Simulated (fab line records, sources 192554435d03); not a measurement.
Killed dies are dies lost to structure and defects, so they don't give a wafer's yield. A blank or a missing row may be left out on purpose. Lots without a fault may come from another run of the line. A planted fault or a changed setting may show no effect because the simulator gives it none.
Which tool did it? | flow n5_finfet | 11 lots, 33 wafers sampled, at 2 steps of a route of 1938

WHAT THE GAUGES READ, wafer by wafer
N5_BEOL_M4_CD_MEAS_18: pitch 36 nm, target cd 18 nm.
lot  | measured     | on        | cd_nm (nm)
L075 | day 7 16:46  | cd_sem-03 | 17.41 17.87 17.87
L079 | day 8 15:35  | cd_sem-02 | 17.80 18.50 18.26
L078 | day 8 22:05  | cd_sem-01 | 18.03 18.26 18.44
L081 | day 9 10:33  | cd_sem-01 | 17.63 18.18 18.52
L083 | day 10 11:10 | cd_sem-03 | 18.30 17.84 18.28
L085 | day 10 21:08 | cd_sem-03 | 18.35 18.42 18.15
L088 | day 11 05:05 | cd_sem-02 | 17.59 17.67 17.63
L089 | day 11 16:28 | cd_sem-03 | 18.01 18.41 17.73
L092 | day 12 06:57 | cd_sem-02 | 17.71 18.10 17.86
L093 | day 12 16:11 | cd_sem-03 | 18.48 18.30 18.40
L096 | day 13 09:05 | cd_sem-02 | 18.33 17.63 17.16

WHICH TOOL RAN EACH LOT (tool, then ch and the chambers of the sampled wafers, then the start)
lot  | N5_BEOL_M4_DESCUM_16
L075 | rie_diel-06 ch 0,3, day 7 16:07
L079 | rie_diel-06 ch 0,2, day 8 15:06
L078 | rie_diel-02 ch 0,2,3, day 8 21:39
L081 | rie_diel-02 ch 0,1, day 9 10:07
L083 | rie_diel-06 ch 0,1, day 10 10:44
L085 | rie_diel-05 ch 1,2, day 10 20:35
L088 | rie_diel-02 ch 0,1,2, day 11 04:20
L089 | rie_diel-02 ch 1,2,3, day 11 15:38
L092 | rie_diel-05 ch 0,2, day 12 06:30
L093 | rie_diel-02 ch 0,2,3, day 12 15:34
L096 | rie_diel-02 ch 0,1,3, day 13 08:38
- N5_BEOL_M4_DESCUM_16: chemistry O2, time 7 s.

THE ANSWER, worked out from the rows above alone
Rule: what is usual is taken from the lots themselves. Put in order of their means at a reading, lots are off if they are a third of the lots or fewer, leave a main group of 4 or more, and stand apart from it by a gap of 3 or more times the standard deviation of the main group's means; of several such gaps the widest counts. A main group whose means are all the same, to the digits that the tables above print for the reading, isn't used. A lot without any number at a reading at which 4 lots or more have one is off too. The other lots that the step has rows for count as sound.
No lot is off at any reading shown: from this, nothing can be told.

WHAT THE SIMULATOR HAD PUT IN
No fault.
